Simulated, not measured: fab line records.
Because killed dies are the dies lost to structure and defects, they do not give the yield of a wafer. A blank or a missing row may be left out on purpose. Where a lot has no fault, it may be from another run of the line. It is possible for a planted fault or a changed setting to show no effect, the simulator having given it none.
Chamber matching	flow n5-finfet	N5_BEOL_M7_ILD_DEP_00 on pecvd-02: 3 sister chambers
The step deposits SiCOH lowk from DEMS/porogen, target thk 179.75 nm, time 33.4 s. 6 wafers are shown with their chamber, then 8 later ones without.

## EACH WAFER AND ITS CHAMBER
wafer	chamber	heater-power-w (W)	throttle-valve-pct (%)
L387.5	2	268	13.3
L389.1	1	337	13.3
L389.3	0	310	13.8
L393.1	1	338	13.6
L393.3	0	267	14.0
L401.2	2	276	13.4

## WAFERS WHOSE CHAMBER IS MISSING
wafer	heater-power-w (W)	throttle-valve-pct (%)
L401.5	211	13.1
L401.6	397	13.4
L402.2	313	13.8
L402.5	314	14.2
L402.6	375	13.5
L403.1	267	13.2
L403.3	370	13.3
L403.4	276	13.7

## WHICH CHAMBER EACH WENT THROUGH
wafer	from the rows above	in truth
L401.5	2	2
L401.6	1	1
L402.2	can't be placed: 0 or 1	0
L402.5	0	0
L402.6	1	1
L403.1	2	2
L403.3	1	1
L403.4	can't be placed: 0 or 2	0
6 of 8 placed correctly. Cannot be placed on the basis of these rows: 2; the candidates contain the true chamber in 2. Number placed wrongly: 0.
How it was worked out, from the rows above alone: a wafer's distance from a chamber is the root of the sum, over the readings, of the square of ((its reading less the chamber's mean) divided by the reading's scatter). If the next closest chamber is less than 2 further off than the closest, the wafer can't be placed; otherwise it belongs to the closest. For every chamber, the mean is computed from those of its wafers that are shown. The scatter: the root of (the sum of the squares of (reading less its chamber's mean) over the shown wafers, divided by (wafers less chambers)).
